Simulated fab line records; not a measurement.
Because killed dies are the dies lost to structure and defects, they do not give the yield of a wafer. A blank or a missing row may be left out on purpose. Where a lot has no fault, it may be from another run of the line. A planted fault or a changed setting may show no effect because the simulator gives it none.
Split-lot trial + flow n5Finfet + 21 wafers read from 7 lots, route of 1938 steps

## ABOUT THE SPLIT
At N5_BEOL_M2_COAT_22 (resist thk 30 nm), the setting spinRpm was moved away from the recipe's 1500 rpm on 8 of the 21 wafers read, by -10.7% to +4.9%. For the rest of the wafers, this setting stayed at what the recipe calls for.

## FROM THE SPLIT TO THE READING: what the file shows between them, 2 steps
- N5_BEOL_M2_EBR_24
- N5_BEOL_M2_SOFTBAKE_23: time 60 s

## THE READING
CAR-EUV_of_BEOL_M2_COAT_22.thkNm (the simulator's own value, which no gauge read), in nm, at N5_BEOL_M2_DESCUM_33 (chemistry O2, time 7 s). No usual value for it is given in the file. The 13 wafers here that ran the recipe average 26.1 nm, standard deviation 0.13 nm.

| wafer  | tool, chamber at the split | spinRpm as run, rpm | against the recipe | CAR-EUV_of_BEOL_M2_COAT_22.thkNm, nm | against lot-mates on the recipe |
|--------|----------------------------|---------------------|--------------------|--------------------------------------|---------------------------------|
| L074.1 | lithoTrack-04, 0           | 1500                | recipe             | 26                                   | -                               |
| L074.2 | lithoTrack-04, 0           | 1339                | -10.7%             | 28                                   | +2.0                            |
| L074.5 | lithoTrack-04, 0           | 1339                | -10.7%             | 27.8                                 | +1.8                            |
| L079.1 | lithoTrack-02, 0           | 1500                | recipe             | 26.2                                 | -                               |
| L079.4 | lithoTrack-02, 0           | 1500                | recipe             | 26.2                                 | -                               |
| L079.3 | lithoTrack-02, 0           | 1500                | recipe             | 26                                   | -                               |
| L087.1 | lithoTrack-04, 0           | 1500                | recipe             | 26.2                                 | -                               |
| L087.4 | lithoTrack-04, 0           | 1500                | recipe             | 26.2                                 | -                               |
| L087.6 | lithoTrack-04, 0           | 1500                | recipe             | 26.2                                 | -                               |
| L088.3 | lithoTrack-01, 0           | 1378                | -8.1%              | 27.2                                 | +1.4                            |
| L088.4 | lithoTrack-01, 0           | 1378                | -8.1%              | 27.2                                 | +1.4                            |
| L088.5 | lithoTrack-01, 0           | 1500                | recipe             | 25.8                                 | -                               |
| L089.3 | lithoTrack-02, 0           | 1500                | recipe             | 26.2                                 | -                               |
| L089.5 | lithoTrack-02, 0           | 1500                | recipe             | 26                                   | -                               |
| L089.6 | lithoTrack-02, 0           | 1570                | +4.7%              | 25.4                                 | -0.7                            |
| L094.1 | lithoTrack-04, 0           | 1573                | +4.9%              | 25.6                                 | -0.6                            |
| L094.2 | lithoTrack-04, 0           | 1573                | +4.9%              | 25.4                                 | -0.8                            |
| L094.4 | lithoTrack-04, 0           | 1500                | recipe             | 26.2                                 | -                               |
| L097.1 | lithoTrack-02, 0           | 1500                | recipe             | 26                                   | -                               |
| L097.2 | lithoTrack-02, 0           | 1500                | recipe             | 26                                   | -                               |
| L097.6 | lithoTrack-02, 0           | 1378                | -8.1%              | 27.2                                 | +1.2                            |

THE FIT
A straight line over all 21 wafers: CAR-EUV_of_BEOL_M2_COAT_22.thkNm changes by -0.149 nm for each +1% of spinRpm; r = -0.98; the points scatter about the line by 0.14 nm.
The same after taking each lot's own level away (the mean of its wafers on the recipe; 21 wafers): -0.166 nm for each +1%; r = -0.99; scatter 0.092 nm.
That fit puts the effect of the largest move of spinRpm on the reading at 1.8 nm.
The span of the lots' own levels, 25.80 to 26.20 nm, comes to 3.2 times the standard deviation stated above.
Thus the slope moves with the lot-to-lot level: the two fits are different.
Check: for one of the wafers moved furthest among these (-10.7%), held out of the fit, the line's prediction against its lot-mates is +1.74 nm. Against them it came out at +2 nm.

## OTHER SPLITS APPLIED TO THESE WAFERS
Before the reading, these wafers also passed through other splits. Each is held against what the fit with the lots' levels taken away leaves over:
| other split on the same wafers       | wafers away from the commonest value | r with CAR-EUV_of_BEOL_M2_COAT_22.thkNm (lot level and that fit taken away) |
|--------------------------------------|--------------------------------------|-----------------------------------------------------------------------------|
| N5_MOL_CONTACT_COAG_COAT_58 spinRpm  | 10                                   | +0.29                                                                       |
| N5_MOL_CONTACT_COAG_ALD_27 aldCycles | 2                                    | +0.09                                                                       |
| N5_MOL_CONTACT_COAG_COAT_76 spinRpm  | 8                                    | +0.03                                                                       |
| N5_MOL_CONTACT_COAG_COAT_63 spinRpm  | 5                                    | +0.02                                                                       |
| N5_BEOL_M0_CUTY_EXPOSE_54 doseMj     | 8                                    | -0.16                                                                       |
| N5_BEOL_M0_ETCH_138 sourceW          | 8                                    | -0.26                                                                       |
| N5_BEOL_M1_TRENCH_ETCH_37 timeS      | 9                                    | +0.09                                                                       |

## THE WHOLE CHAIN: every reading that the file lists as answering this split, in the file's order
| step                 | what it does           | reading                                                                           | change (the file's fit)               | r (the file's) |
|----------------------|------------------------|-----------------------------------------------------------------------------------|---------------------------------------|----------------|
| N5_BEOL_M2_COAT_22   | resist thk 30 nm       | CAR-EUV_of_BEOL_M2_COAT_22.thkNm (the simulator's own value, which no gauge read) | -0.164 nm for each +1% of the setting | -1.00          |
| N5_BEOL_M2_DESCUM_33 | chemistry O2, time 7 s | CAR-EUV_of_BEOL_M2_COAT_22.thkNm (the simulator's own value, which no gauge read) | -0.165 nm for each +1% of the setting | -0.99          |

## THE FILE'S OWN FIT
CAR-EUV_of_BEOL_M2_COAT_22.thkNm changes by -0.165 nm for each +1% of spinRpm, r = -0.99.
